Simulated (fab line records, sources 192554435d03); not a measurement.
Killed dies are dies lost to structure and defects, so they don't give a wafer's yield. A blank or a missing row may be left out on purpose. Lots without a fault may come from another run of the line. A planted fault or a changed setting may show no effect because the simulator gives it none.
fab line records | flow n5_finfet
record lots=7 wafers=21
route steps=1938 shown WELL_APT@21 FIN_SAQP@109 FIN_CUT@176 DUMMY_GATE@221 SD_EPI_N@268 SDB@348
start_h: hours from the record's first day to the start of the lot's first wafer shown | wait_h: hours since the lot's step before | " the same as in the row above | L1.1+2: a row that stands for several wafers | - no value, or no start given | * or withheld: withheld | < > ~ a bound
route shown NAME@n: a module of which the file shows steps, and the number in the route of the first | usual: mean/standard deviation of fault-free wafers | same: alike in all rows | chamber/n: place in a boat | sites: the reading at each site | _std_site: their standard deviation | _edge_site: outer sites' mean less inner sites' | radius_mm: how far each site lies from the wafer's centre | mask NAME#n: copy n | behind: the tool/chamber that last shaped the wafer | hold: why the lot was held/for how many hours/how that ended | device: the transistor (n, p or np) that didn't switch | end of line: the same wafers' tests at the end of the route | a step without rows: its recipe alone | killed: dies lost to structure and defects at the first sort, not the wafer's yield | map: a wafer's dies, x killed, . not, _ none there
set.NAME: the setting as run; set.NAME@STEP: as run at that earlier step | model.NAME: the simulator's own value behind a step, which no gauge read
lots whose settings were changed on purpose; a table a step, a row a wafer
## steps
# step N5_WELL_APT_COAT_02
# recipe spin_rpm=1357 resist_thk_nm=950
# columns lot.wafer tool chamber start_h wait_h set.spin_rpm model.coat_of_WELL_APT_COAT_02.thk_nm
L076.4 litho_track-05 0 - - 1357 953.2
L076.5 " 0 " " 1357 951.6
L076.6 " 0 " " 1357 949.6
L079.2 litho_track-02 0 - - 1357 949.9
L079.3 " 0 " " 1442 921.7
L079.4 " 0 " " 1357 949.5
L080.1 litho_track-05 0 - - 1357 948
L080.3 " 0 " " 1308 964.6
L080.6 " 0 " " 1357 949.9
L084.1 litho_track-01 0 - - 1357 953.9
L084.2 " 0 " " 1268 982.6
L084.4 " 0 " " 1357 949.6
L087.2 litho_track-02 0 - - 1357 952.9
L087.3 " 0 " " 1357 950.1
L087.4 " 0 " " 1357 950.9
L088.3 litho_track-02 0 - - 1357 943.9
L088.4 " 0 " " 1357 944.2
L088.5 " 0 " " 1357 946.7
L092.1 litho_track-02 0 - - 1306 964.5
L092.2 " 0 " " 1306 964.4
L092.3 " 0 " " 1357 946.8
# step N5_WELL_APT_PEB_06
# recipe peb_temp_c=130 peb_time_s=90
# columns lot.wafer tool chamber start_h wait_h set.peb_time_s
L076.4+5+6 litho_track-01 0 25.46 0.0 90
L079.2+4 litho_track-05 0 43.59 0.0 90
L079.3 " 0 " " 95.33
L080.1+3 litho_track-02 0 49.73 0.1 76.56
L080.6 " 0 " " 90
L084.1+2+4 litho_track-01 0 73.69 0.1 90
L087.2+3+4 litho_track-01 0 91.57 0.0 90
L088.3+4 litho_track-05 0 97.81 0.0 90
L088.5 " 0 " " 84.38
L092.1+2+3 litho_track-05 0 122.03 0.1 90
# step N5_WELL_APT_DEVELOP_07
# recipe develop_time_s=45 rinse_liquid=surfactant_rinse dry=air_spin dev_temp_c=21
# step N5_WELL_APT_HARDBAKE_12
# recipe temp_c=130 time_s=120
# step N5_WELL_APT_CD_MEAS_08
# recipe target_cd_nm=200 landing_energy_ev=500 detector=se_inlens
# usual cd_nm=199.8/2
# columns lot.wafer tool chamber start_h wait_h set.peb_time_s@WELL_APT_PEB_06 cd_nm
L076.4 cd_sem-01 0 25.58 - 90 199.0
L076.5 " 0 " " 90 199.8
L076.6 " 0 " " 90 200.8
L079.2 cd_sem-01 0 43.71 - 90 198.2
L079.3 " 0 " " 95.33 205.6
L079.4 " 0 " " 90 200.9
L080.1 cd_sem-01 0 49.85 - 76.56 189.6
L080.3 " 0 " " 76.56 190.5
L080.6 " 0 " " 90 198.1
L084.1 cd_sem-02 0 73.80 - 90 200.4
L084.2 " 0 " " 90 200.5
L084.4 " 0 " " 90 202.9
L087.2 cd_sem-01 0 91.68 - 90 199.4
L087.3 " 0 " " 90 199.4
L087.4 " 0 " " 90 200.7
L088.3 cd_sem-02 0 97.92 - 90 205.7
L088.4 " 0 " " 90 206.3
L088.5 " 0 " " 84.38 202.0
L092.1 cd_sem-01 0 122.15 - 90 202.6
L092.2 " 0 " " 90 200.1
L092.3 " 0 " " 90 201.9
# step N5_WELL_APT_DESCUM_13
# recipe chemistry=O2 time_s=7.9 source_power_w=50 bias_power_w=20 pressure_mtorr=20 rf_frequency_hz=2.712e+07 temp_c=40 o2_flow_sccm=225
# columns lot.wafer tool chamber start_h wait_h set.peb_time_s@WELL_APT_PEB_06 model.WELL_APT.cd_nm
L076.4 rie_diel-04 1 25.66 0.0 90 199.2
L076.5 " 1 " " 90 199.9
L076.6 " 2 " " 90 200.8
L079.2 rie_diel-04 3 43.90 0.1 90 198.3
L079.3 " 0 " " 95.33 205.4
L079.4 " 2 " " 90 200.7
L080.1 rie_diel-04 0 49.94 0.0 76.56 190
L080.3 " 3 " " 76.56 190.3
L080.6 " 1 " " 90 198.3
L084.1+2 rie_diel-05 1,0 73.89 0.0 90 200.3
L084.4 " 2 " " 90 202.9
L087.2 rie_diel-05 0 91.77 0.0 90 199.2
L087.3 " 3 " " 90 199.4
L087.4 " 1 " " 90 200.5
L088.3 rie_diel-03 0 98.34 0.4 90 205.6
L088.4 " 0 " " 90 206.3
L088.5 " 1 " " 84.38 202
L092.1 rie_diel-05 0 122.24 0.0 90 202.8
L092.2 " 2 " " 90 200.4
L092.3 " 1 " " 90 202.1
# step N5_WELL_APT_COAT_19
# recipe spin_rpm=1357 resist_thk_nm=950
# columns lot.wafer tool chamber start_h wait_h set.spin_rpm model.coat_of_WELL_APT_COAT_19.thk_nm
L076.4 litho_track-05 0 - - 1249 992
L076.5 " 0 " " 1357 951.1
L076.6 " 0 " " 1249 988.8
L079.2 litho_track-01 0 - - 1357 950.5
L079.3 " 0 " " 1357 950
L079.4 " 0 " " 1357 950.7
L080.1 litho_track-02 0 - - 1496 906.7
L080.3 " 0 " " 1357 950.8
L080.6 " 0 " " 1496 910.3
L084.1 litho_track-02 0 - - 1357 946.9
L084.2 " 0 " " 1357 952.8
L084.4 " 0 " " 1357 950.9
L087.2 litho_track-02 0 - - 1357 950.9
L087.3 " 0 " " 1357 948.9
L087.4 " 0 " " 1357 951.5
L088.3 litho_track-01 0 - - 1357 946.5
L088.4 " 0 " " 1265 978.9
L088.5 " 0 " " 1357 949.8
L092.1 litho_track-05 0 - - 1357 952.5
L092.2 " 0 " " 1481 909
L092.3 " 0 " " 1357 950.7
# step N5_WELL_APT_PEB_23
# recipe peb_temp_c=130 peb_time_s=90
# columns lot.wafer tool chamber start_h wait_h set.peb_temp_c
L076.4+5+6 litho_track-05 0 26.58 0.0 130
L079.2+3 litho_track-05 0 44.96 0.0 130
L079.4 " 0 " " 132.1
L080.1+3+6 litho_track-05 0 50.98 0.1 130
L084.1+4 litho_track-02 0 74.82 0.1 130
L084.2 " 0 " " 128.6
L087.2+3+4 litho_track-02 0 92.81 0.0 130
L088.3+4+5 litho_track-02 0 99.38 0.0 130
L092.1 litho_track-05 0 123.15 0.1 130
L092.2+3 " 0 " " 132.8
# step N5_WELL_APT_DEVELOP_24
# recipe develop_time_s=45 rinse_liquid=surfactant_rinse dry=air_spin dev_temp_c=21
# step N5_WELL_APT_HARDBAKE_29
# recipe temp_c=130 time_s=120
# step N5_WELL_APT_CD_MEAS_25
# recipe target_cd_nm=200 landing_energy_ev=500 detector=se_inlens
# usual cd_nm=199.6/2.2
# columns lot.wafer tool chamber start_h wait_h set.peb_temp_c@WELL_APT_PEB_23 cd_nm
L076.4 cd_sem-01 0 26.70 - 130 196.9
L076.5 " 0 " " 130 199.9
L076.6 " 0 " " 130 200.5
L079.2 cd_sem-03 0 45.08 - 130 201.7
L079.3 " 0 " " 130 204.4
L079.4 " 0 " " 132.1 210.7
L080.1 cd_sem-02 0 51.10 - 130 203.4
L080.3 " 0 " " 130 197.9
L080.6 " 0 " " 130 205.5
L084.1 cd_sem-01 0 74.93 - 130 200.1
L084.2 " 0 " " 128.6 191.0
L084.4 " 0 " " 130 198.2
L087.2 cd_sem-02 0 92.93 - 130 201.9
L087.3 " 0 " " 130 199.3
L087.4 " 0 " " 130 202.4
L088.3 cd_sem-01 0 99.50 - 130 198.2
L088.4 " 0 " " 130 192.7
L088.5 " 0 " " 130 198.5
L092.1 cd_sem-02 0 123.27 - 130 201.1
L092.2 " 0 " " 132.8 219.4
L092.3 " 0 " " 132.8 214.4
# step N5_FIN_SAQP_PEB_14
# recipe peb_temp_c=withheld peb_time_s=60 resist=CAR-ArF
# columns lot.wafer tool chamber start_h wait_h set.peb_time_s
L076.4 litho_track-04 0 35.20 0.0 60
L076.5+6 " 0 " " 66.58
L079.2 litho_track-04 0 52.06 0.0 60
L079.3+4 " 0 " " 72.66
L080.1+6 litho_track-04 0 58.14 0.1 64.01
L080.3 " 0 " " 60
L084.1+2 litho_track-04 0 84.45 0.1 68.4
L084.4 " 0 " " 60
L087.2+3+4 litho_track-04 0 100.68 0.0 60
L088.3+5 litho_track-01 0 107.28 0.0 60
L088.4 " 0 " " 64.46
L092.1+2+3 litho_track-04 0 130.50 0.1 60
# step N5_FIN_SAQP_DEVELOP_15
# recipe develop_time_s=30 developer=TMAH resist=CAR-ArF dev_temp_c=23 rinse_liquid=diw dry=air_spin
# step N5_FIN_SAQP_CD_MEAS_16
# recipe target_cd_nm=35.6 landing_energy_ev=500 detector=se_inlens
# usual cd_nm=35.6/0.34
# columns lot.wafer tool chamber start_h wait_h set.peb_time_s@FIN_SAQP_PEB_14 cd_nm
L076.4 cd_sem-03 0 35.27 - 60 35.8
L076.5 " 0 " " 66.58 34.3
L076.6 " 0 " " 66.58 34.1
L079.2 cd_sem-01 0 52.13 - 60 35.9
L079.3 " 0 " " 72.66 33.6
L079.4 " 0 " " 72.66 33.5
L080.1 cd_sem-02 0 58.21 - 64.01 34.1
L080.3 " 0 " " 60 35.5
L080.6 " 0 " " 64.01 34.8
L084.1 cd_sem-03 0 84.51 - 68.4 34.1
L084.2 " 0 " " 68.4 33.6
L084.4 " 0 " " 60 36.1
L087.2 cd_sem-02 0 100.75 - 60 35.4
L087.3 " 0 " " 60 35.3
L087.4 " 0 " " 60 35.4
L088.3 cd_sem-01 0 107.35 - 60 34.8
L088.4 " 0 " " 64.46 33.9
L088.5 " 0 " " 60 35.2
L092.1 cd_sem-01 0 130.57 - 60 35.5
L092.2 " 0 " " 60 35.7
L092.3 " 0 " " 60 35.3
# step N5_FIN_CUT_CUT_ETCH_15
# recipe chemistry=HBr/Cl2/O2 target=Si target_depth_a=1000 bt_time_s=10 mask_material=SOC time_s=42.4 ion_energy_ev=* bias_w=* pressure_mtorr=10 icp_w=800 HBr_flow_sccm=150 Cl2_flow_sccm=80 O2_flow_sccm=12
# columns lot.wafer tool chamber start_h wait_h set.time_s model.FIN_CUT.feature_depth_nm model.etch.depth_nm model.SOC_of_FIN_CUT_COAT_18.thk_nm
L076.4 rie_si-04 2 41.36 0.0 42.4 99.2 99.15 171.8
L076.5 " 2 " " 42.4 100 100 171.6
L076.6 " 1 " " 42.4 101 100.9 170.2
L079.2 rie_si-01 3 58.59 0.1 42.4 100.6 100.6 169.2
L079.3 " 1 " " 37.75 88.4 88.4 174.6
L079.4 " 2 " " 37.75 90 89.94 173.2
L080.1 rie_si-02 1 63.94 0.1 39.94 96.2 96.25 170.8
L080.3 " 2 " " 39.94 93.6 93.61 172.6
L080.6 " 1 " " 42.4 102.2 102.2 168.4
L084.1 rie_si-04 2 90.56 0.1 38.04 88.2 88.28 175.2
L084.2 " 0 " " 38.04 89 89.05 173.6
L084.4 " 1 " " 42.4 100.6 100.6 170.2
L087.2 rie_si-04 0 106.92 0.1 42.4 97 97.08 172.2
L087.3 " 2 " " 42.4 98.8 98.85 172
L087.4 " 3 " " 42.4 101.6 101.6 171.4
L088.3 rie_si-02 1 113.96 0.0 42.4 101 101 170
L088.4 " 2 " " 42.4 99.6 99.51 170.8
L088.5 " 2 " " 42.4 99.2 99.12 171.6
L092.1 rie_si-01 3 136.69 0.1 42.4 99.6 99.53 171
L092.2 " 1 " " 39.78 93.4 93.44 173.4
L092.3 " 0 " " 39.78 93.4 93.48 173
# step N5_FIN_CUT_CUT_ETCH_28
# recipe chemistry=HBr/Cl2/O2 target=Si target_depth_a=60 mask_material=SOC time_s=2.4 ion_energy_ev=* bias_w=* pressure_mtorr=10 icp_w=800 HBr_flow_sccm=150 Cl2_flow_sccm=80 O2_flow_sccm=12
# columns lot.wafer tool chamber start_h wait_h set.time_s@FIN_CUT_CUT_ETCH_15 model.SOC_of_FIN_CUT_COAT_18.thk_nm
L076.4 rie_si-04 2 41.42 0.0 42.4 170.2
L076.5 " 2 " " 42.4 169.8
L076.6 " 1 " " 42.4 168.4
L079.2 rie_si-01 3 58.64 0.0 42.4 167.6
L079.3 " 1 " " 37.75 172.8
L079.4 " 2 " " 37.75 171.4
L080.1 rie_si-02 1 64.00 0.0 39.94 169
L080.3 " 2 " " 39.94 171
L080.6 " 1 " " 42.4 166.6
L084.1 rie_si-04 2 90.61 0.0 38.04 173.4
L084.2 " 0 " " 38.04 172
L084.4 " 1 " " 42.4 168.4
L087.2 rie_si-04 0 106.98 0.0 42.4 170.6
L087.3 " 2 " " 42.4 170.4
L087.4 " 3 " " 42.4 169.8
L088.3 rie_si-02 1 114.02 0.0 42.4 168.4
L088.4 " 2 " " 42.4 169
L088.5 " 2 " " 42.4 169.8
L092.1 rie_si-01 3 136.74 0.0 42.4 169.4
L092.2 " 1 " " 39.78 171.6
L092.3 " 0 " " 39.78 171.4
# step N5_DUMMY_GATE_PECVD_30
# recipe material=SiO2 target_thk_a=550 temp_c=400 precursor=TEOS/O2 pressure_torr=6.5 rf_w=withheld teos_flow_sccm=withheld gas=O2 flow_sccm=2650 time_s=10.8
# columns lot.wafer tool chamber start_h wait_h set.time_s model.SiO2_of_DUMMY_GATE_PECVD_30.thk_nm
L076.4 pecvd-03 0 59.10 0.1 10.8 53.4
L076.5 " 1 " " 10.8 54.4
L076.6 " 2 " " 10.8 54.2
L079.2 pecvd-01 0 79.45 0.0 10.8 54
L079.3 " 1 " " 10.8 55.6
L079.4 " 0 " " 11.97 60.6
L080.1 pecvd-01 0 81.29 0.0 10.8 55
L080.3 " 1 " " 10.8 56
L080.6 " 0 " " 11.79 60.4
L084.1 pecvd-03 1 110.09 0.0 10.8 54
L084.2 " 2 " " 10.35 52
L084.4 " 1 " " 10.35 52.6
L087.2 pecvd-01 2 124.40 0.0 10.8 55.6
L087.3 " 0 " " 10.8 55
L087.4 " 2 " " 10.8 56.2
L088.3 pecvd-04 1 135.63 0.1 12.09 61.4
L088.4 " 1 " " 10.8 56
L088.5 " 2 " " 10.8 56.6
L092.1 pecvd-01 0 157.21 0.0 12.12 60.4
L092.2 " 1 " " 10.8 54.8
L092.3 " 2 " " 12.12 61
# step N5_DUMMY_GATE_COAT_28
# recipe resist=underlayer temp_c=205 time_s=60 spin_rpm=1500 resist_thk_nm=10
# columns lot.wafer tool chamber start_h wait_h set.spin_rpm
L076.4+5 litho_track-02 0 - - 1500
L076.6 " 0 " " 1573
L079.2+3 litho_track-03 0 - - 1500
L079.4 " 0 " " 1402
L080.1 litho_track-02 0 - - 1427
L080.3+6 " 0 " " 1500
L084.1+2+4 litho_track-03 0 - - 1500
L087.2+3+4 litho_track-04 0 - - 1500
L088.3+4+5 litho_track-03 0 - - 1500
L092.1 litho_track-04 0 - - 1418
L092.2+3 " 0 " " 1500
# step N5_DUMMY_GATE_COAT_09
# recipe resist=CAR-EUV spin_rpm=1500 resist_thk_nm=30
# step N5_DUMMY_GATE_EBR_11
# recipe solvent=PGMEA ebr_width_mm=1.5
# step N5_DUMMY_GATE_ETCH_31
# recipe chemistry=C4F6/O2 target=SiO2 mask_material=SOC target_depth_a=825 time_s=27.5 ion_energy_ev=250 pressure_mtorr=30 source_w=345 bias_w=185 Ar_flow_sccm=300 C4F6_flow_sccm=10 O2_flow_sccm=10
# step N5_DUMMY_GATE_STRIP_41
# recipe chemistry=O2 power_w=400 temp_c=40 pressure_mtorr=30 rf_frequency_hz=6e+07 bias_power_w=0 overash_fraction=0.3 o2_flow_sccm=225
# step N5_DUMMY_GATE_HM_OPEN_21
# recipe chemistry=CH3F/O2 target=SiNx target_depth_a=1200 Ar_flow_sccm=150 CH3F_flow_sccm=30 O2_flow_sccm=23 time_s=171.4 pressure_mtorr=30 source_w=395 bias_w=73 ion_energy_ev=120.7
# columns lot.wafer tool chamber start_h wait_h set.time_s@DUMMY_GATE_PECVD_30 model.SiO2_of_DUMMY_GATE_PECVD_30.thk_nm
L076.4 rie_diel-06 2 60.30 0.0 10.8 43.6
L076.5+6 " 3,2 " " 10.8 44.6
L079.2 rie_diel-06 3 81.09 0.0 10.8 44.2
L079.3 " 2 " " 10.8 46
L079.4 " 1 " " 11.97 50.6
L080.1 rie_diel-01 2 82.29 0.0 10.8 45
L080.3 " 0 " " 10.8 46
L080.6 " 1 " " 11.79 50.6
L084.1 rie_diel-01 1 111.17 0.0 10.8 44.2
L084.2 " 2 " " 10.35 41.8
L084.4 " 0 " " 10.35 42.6
L087.2 rie_diel-02 0 126.02 0.0 10.8 46
L087.3 " 2 " " 10.8 45.4
L087.4 " 3 " " 10.8 46.4
L088.3 rie_diel-06 3 136.71 0.0 12.09 51.6
L088.4 " 0 " " 10.8 46.2
L088.5 " 3 " " 10.8 46.8
L092.1 rie_diel-02 0 158.27 0.0 12.12 50.6
L092.2 " 3 " " 10.8 45
L092.3 " 1 " " 12.12 51.4
# step N5_SD_EPI_N_PEB_07
# recipe peb_temp_c=110 peb_time_s=60 resist=CAR-ArF-block
# columns lot.wafer tool chamber start_h wait_h set.peb_temp_c
L076.4 litho_track-05 0 61.77 0.0 110
L076.5+6 " 0 " " 113.2
L079.2 litho_track-05 0 82.75 0.0 113.5
L079.3+4 " 0 " " 110
L080.1+3+6 litho_track-01 0 83.75 0.1 108.6
L084.1+2 litho_track-01 0 112.76 0.1 110
L084.4 " 0 " " 106.7
L087.2+3+4 litho_track-01 0 128.26 0.0 110
L088.3+4+5 litho_track-05 0 138.39 0.0 110
L092.1+2 litho_track-05 0 160.95 0.1 110
L092.3 " 0 " " 108.4
# step N5_SD_EPI_N_DEVELOP_08
# recipe develop_time_s=30 developer=TMAH resist=CAR-ArF-block dev_temp_c=23 rinse_liquid=diw dry=air_spin
# step N5_SD_EPI_N_CD_MEAS_09
# recipe target_cd_nm=120 landing_energy_ev=500 detector=se_inlens
# usual cd_nm=119.7/0.68
# columns lot.wafer tool chamber start_h wait_h set.peb_temp_c@SD_EPI_N_PEB_07 cd_nm
L076.4 cd_sem-01 0 61.83 - 110 119.2
L076.5 " 0 " " 113.2 127.3
L076.6 " 0 " " 113.2 127.3
L079.2 cd_sem-03 0 82.82 - 113.5 127.5
L079.3 " 0 " " 110 118.5
L079.4 " 0 " " 110 118.8
L080.1 cd_sem-02 0 83.82 - 108.6 117.1
L080.3 " 0 " " 108.6 116.9
L080.6 " 0 " " 108.6 116.9
L084.1 cd_sem-01 0 112.83 - 110 120.5
L084.2 " 0 " " 110 120.6
L084.4 " 0 " " 106.7 111.7
L087.2 cd_sem-02 0 128.32 - 110 119.8
L087.3 " 0 " " 110 119.5
L087.4 " 0 " " 110 120.7
L088.3 cd_sem-01 0 138.46 - 110 118.6
L088.4 " 0 " " 110 118.6
L088.5 " 0 " " 110 119.8
L092.1 cd_sem-01 0 161.02 - 110 119.2
L092.2 " 0 " " 110 119.2
L092.3 " 0 " " 108.4 115.7
# step N5_SD_EPI_N_DESCUM_14
# recipe chemistry=O2 time_s=7.9 source_power_w=50 bias_power_w=20 pressure_mtorr=20 rf_frequency_hz=2.712e+07 temp_c=40 resist=CAR-ArF-block o2_flow_sccm=225
# columns lot.wafer tool chamber start_h wait_h set.peb_temp_c@SD_EPI_N_PEB_07 model.SD_EPI_N.cd_nm
L076.4 rie_diel-03 2 61.92 0.0 110 119
L076.5 " 2 " " 113.2 126.8
L076.6 " 3 " " 113.2 127.4
L079.2 rie_diel-03 0 82.91 0.0 113.5 127.2
L079.3 " 2 " " 110 118.4
L079.4 " 0 " " 110 118.6
L080.1 rie_diel-03 1 84.76 0.9 108.6 117
L080.3 " 2 " " 108.6 116.4
L080.6 " 0 " " 108.6 116.8
L084.1 rie_diel-05 2 112.92 0.0 110 120
L084.2 " 1 " " 110 120.6
L084.4 " 0 " " 106.7 111.6
L087.2 rie_diel-05 1 128.42 0.0 110 120
L087.3 " 2 " " 110 119.6
L087.4 " 3 " " 110 120.6
L088.3+4 rie_diel-05 2,3 138.54 0.0 110 118.4
L088.5 " 0 " " 110 119.6
L092.1 rie_diel-05 3 161.11 0.0 110 118.8
L092.2 " 2 " " 110 119.4
L092.3 " 1 " " 108.4 115.4
# step N5_SDB_COAT_03
# recipe resist=SOC temp_c=250 time_s=60 spin_rpm=1500 resist_thk_nm=100
# columns lot.wafer tool chamber start_h wait_h set.spin_rpm model.SOC_of_SDB_COAT_03.thk_nm
L076.4+5 litho_track-02 0 77.49 0.0 1500 99.8
L076.6 " 0 " " 1663 95
L079.2 litho_track-04 0 100.53 0.1 1362 104.8
L079.3 " 0 " " 1500 100
L079.4 " 0 " " 1362 105
L080.1 litho_track-04 0 101.06 0.1 1342 105.4
L080.3 " 0 " " 1500 100.2
L080.6 " 0 " " 1500 100
L084.1+4 litho_track-04 0 129.94 0.1 1500 100.2
L084.2 " 0 " " 1500 100
L087.2 litho_track-04 0 143.99 0.1 1500 100.6
L087.3+4 " 0 " " 1500 100.2
L088.3+4 litho_track-02 0 153.75 0.1 1500 100
L088.5 " 0 " " 1663 95
L092.1 litho_track-01 0 178.03 0.1 1500 100.4
L092.2 " 0 " " 1500 100.2
L092.3 " 0 " " 1500 100
## key
split step=N5_WELL_APT_COAT_02 setting=spin_rpm stated=1357 by=wafer
response step=N5_WELL_APT_COAT_02 reading=model.coat_of_WELL_APT_COAT_02.thk_nm change=-4.57 per=1% r=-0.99
split step=N5_WELL_APT_PEB_06 setting=peb_time_s stated=90 by=wafer
response step=N5_WELL_APT_CD_MEAS_08 reading=cd_nm change=+0.613 per=1% r=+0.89
response step=N5_WELL_APT_DESCUM_13 reading=model.WELL_APT.cd_nm change=+0.608 per=1% r=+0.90
split step=N5_WELL_APT_COAT_19 setting=spin_rpm stated=1357 by=wafer
response step=N5_WELL_APT_COAT_19 reading=model.coat_of_WELL_APT_COAT_19.thk_nm change=-4.52 per=1% r=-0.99
split step=N5_WELL_APT_PEB_23 setting=peb_temp_c stated=130 by=wafer
response step=N5_WELL_APT_CD_MEAS_25 reading=cd_nm change=+6.56 per=1% r=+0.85
split step=N5_FIN_SAQP_PEB_14 setting=peb_time_s stated=60 by=wafer
response step=N5_FIN_SAQP_CD_MEAS_16 reading=cd_nm change=-0.133 per=1% r=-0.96
split step=N5_FIN_CUT_CUT_ETCH_15 setting=time_s stated=42.4 by=wafer
response step=N5_FIN_CUT_CUT_ETCH_15 reading=model.FIN_CUT.feature_depth_nm change=+1.1 per=1% r=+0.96
response step=N5_FIN_CUT_CUT_ETCH_15 reading=model.etch.depth_nm change=+1.1 per=1% r=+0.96
response step=N5_FIN_CUT_CUT_ETCH_15 reading=model.SOC_of_FIN_CUT_COAT_18.thk_nm change=-0.428 per=1% r=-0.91
response step=N5_FIN_CUT_CUT_ETCH_28 reading=model.SOC_of_FIN_CUT_COAT_18.thk_nm change=-0.424 per=1% r=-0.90
split step=N5_DUMMY_GATE_PECVD_30 setting=time_s stated=10.8 by=wafer
response step=N5_DUMMY_GATE_PECVD_30 reading=model.SiO2_of_DUMMY_GATE_PECVD_30.thk_nm change=+0.485 per=1% r=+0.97
response step=N5_DUMMY_GATE_HM_OPEN_21 reading=model.SiO2_of_DUMMY_GATE_PECVD_30.thk_nm change=+0.487 per=1% r=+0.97
split step=N5_DUMMY_GATE_COAT_28 setting=spin_rpm stated=1500 by=wafer
response none clear
split step=N5_SD_EPI_N_PEB_07 setting=peb_temp_c stated=110 by=wafer
response step=N5_SD_EPI_N_CD_MEAS_09 reading=cd_nm change=+2.81 per=1% r=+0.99
response step=N5_SD_EPI_N_DESCUM_14 reading=model.SD_EPI_N.cd_nm change=+2.79 per=1% r=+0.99
split step=N5_SDB_COAT_03 setting=spin_rpm stated=1500 by=wafer
response step=N5_SDB_COAT_03 reading=model.SOC_of_SDB_COAT_03.thk_nm change=-0.48 per=1% r=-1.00
